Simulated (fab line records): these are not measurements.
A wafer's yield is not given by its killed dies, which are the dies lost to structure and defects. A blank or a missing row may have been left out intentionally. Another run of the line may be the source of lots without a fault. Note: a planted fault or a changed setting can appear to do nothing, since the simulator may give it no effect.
Problem report in the 8D (eight disciplines) form, filled by code / flow nandHarc / the parts of the form that need people (team, actions taken, sign-off) are left out

== 1. WHAT WENT WRONG ==
Wafers without a fault read 90.9 %, standard deviation 2.8; defectLimitedYield at NHARC_END_SORT_01 reads a mean of 59.1 % on 5 wafers belonging to 3 lots. That puts it -11 standard deviations away from the usual mean.
Seen first at day 28 14:09 on prober-01, wafer L656.1. The record holds 9 wafers of 3 lots with a number at this step. The rule behind "out" and "out of limits": a value lying over 4 standard deviations away from the usual mean. The other wafers with a number count as sound.

== 2. WHAT IT IS; WHAT IT IS NOT ==
question=which readings at this step | is=defectLimitedYield, killedAtArray, killedDies | is not=killedAtOther, killedAtPeriphery, killedOpen, killedShort
question=which lots | is=L656, L657, L660 | is not=-
question=which wafers of those lots | is=L656.1, L657.1, L657.4, L660.2, L660.6 | is not=L656.2, L656.4, L657.6, L660.5
question=read on which gauges | is=prober-01, prober-02 | is not=-
question=when | is=from day 28 14:09 | is not=up to then (0 sound wafers); but 4 sound wafers of L656, L657, L660 came after

== 3. THE SUSPECTS, EACH WITH WHAT RULES IT OUT ==
Counting: any tool at a process step up to the reading remains a suspect provided it ran every lot that is out. Sound lots after the first of them don't rule it out here, since some wafers of a struck lot are sound.
- ruled out: the gauge at NHARC_END_SORT_01. The wafers that are out were read on 2 gauges (prober-01, prober-02).
- ecdCu-02 at NHARC_A_M1_ECD_22 (material Cu, target thk 400 nm): kept. It ran every lot that is out, first L656 (day 26 23:45).
After counting, what remains is ecdCu-02 at NHARC_A_M1_ECD_22.

== 4. THE CAUSE (what the simulator had put in) ==
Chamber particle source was ecdCu-02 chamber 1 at NHARC_A_M1_ECD_22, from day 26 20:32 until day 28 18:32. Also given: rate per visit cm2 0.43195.
Only this tool survived the counting.

== 5. THE CHAIN OF EFFECTS, in route order ==
Rows list readings where the struck wafers' mean (over those with a number) sits beyond 3 standard deviations from the usual. Only readings for which the record gives a usual standard deviation are gone through. hours: the time from each lot's start at the first step in this table that gives one to its start at this step, as a median over the lots. sigmas: the change in usual standard deviations.
hours=0; step=NHARC_END_SORT_01; reading=defectLimitedYield; usual=90.9 %; on struck wafers=59.1; change=-31.8; sigmas=-11
hours=0; step=NHARC_END_SORT_01; reading=killedAtArray; usual=57; on struck wafers=275; change=+218; sigmas=+11
hours=0; step=NHARC_END_SORT_01; reading=killedDies; usual=61; on struck wafers=277; change=+216; sigmas=+11

== 6. HOW IT WOULD HAVE BEEN CAUGHT EARLIER ==
Counted from the fault's start at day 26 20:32, it took 42 hours until the first out-of-limits reading at a measuring or inspecting step in this record, taken at day 28 14:09.
All the lots that are out (3) had begun NHARC_A_M1_ECD_22 on ecdCu-02 by day 28 14:09. Tool hold at that time: it would have spared none of them.
